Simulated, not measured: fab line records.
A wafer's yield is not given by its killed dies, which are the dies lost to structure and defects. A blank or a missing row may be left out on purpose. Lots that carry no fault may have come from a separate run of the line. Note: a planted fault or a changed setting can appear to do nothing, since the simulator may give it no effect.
Matching of chambers :: flow n5Finfet :: 3 sister chambers for N5_BEOL_M2_PECVD_72 on pecvd-04
The step deposits SiO2 from TEOS/O2, target thk 16 nm, time 18 s. 6 wafers are shown with their chamber, then 7 later ones without.

## EACH WAFER AND ITS CHAMBER
wafer: L082.1
chamber: 1
throttleValvePct (%): 23.3
showerheadPlenumPTorr (Torr): 8.72

wafer: L082.5
chamber: 0
throttleValvePct (%): 23.0
showerheadPlenumPTorr (Torr): 8.82

wafer: L088.3
chamber: 0
throttleValvePct (%): 23.3
showerheadPlenumPTorr (Torr): 8.81

wafer: L088.5
chamber: 2
throttleValvePct (%): 20.9
showerheadPlenumPTorr (Torr): 8.82

wafer: L090.3
chamber: 1
throttleValvePct (%): 23.3
showerheadPlenumPTorr (Torr): 8.71

wafer: L090.5
chamber: 2
throttleValvePct (%): 20.9
showerheadPlenumPTorr (Torr): 8.86

## WAFERS WITH NO CHAMBER GIVEN
wafer: L090.6
throttleValvePct (%): 23.1
showerheadPlenumPTorr (Torr): 8.70

wafer: L091.2
throttleValvePct (%): 23.2
showerheadPlenumPTorr (Torr): 8.73

wafer: L091.4
throttleValvePct (%): 23.1
showerheadPlenumPTorr (Torr): 8.71

wafer: L091.5
throttleValvePct (%): 21.1
showerheadPlenumPTorr (Torr): 8.85

wafer: L097.1
throttleValvePct (%): 21.2
showerheadPlenumPTorr (Torr): 8.84

wafer: L097.2
throttleValvePct (%): 23.5
showerheadPlenumPTorr (Torr): 8.70

wafer: L097.3
throttleValvePct (%): 23.2
showerheadPlenumPTorr (Torr): 8.80

## CHAMBER TAKEN BY EACH
wafer: L090.6
from the rows above: 1
in truth: 1

wafer: L091.2
from the rows above: 1
in truth: 1

wafer: L091.4
from the rows above: 1
in truth: 1

wafer: L091.5
from the rows above: 2
in truth: 2

wafer: L097.1
from the rows above: 2
in truth: 2

wafer: L097.2
from the rows above: 1
in truth: 1

wafer: L097.3
from the rows above: 0
in truth: 0
Placed correctly: 7 of 7. Number that these rows cannot place: 0. Number placed wrongly: 0.
How it was worked out, from the rows above alone: a wafer's distance from a chamber is the root of the sum, over the readings, of the square of ((its reading less the chamber's mean) divided by the reading's scatter). If the next closest chamber is less than 2 further off than the closest, the wafer can't be placed; otherwise it belongs to the closest. For every chamber, the mean is computed from those of its wafers that are shown. The scatter: the root of (the sum of the squares of (reading less its chamber's mean) over the shown wafers, divided by (wafers less chambers)).
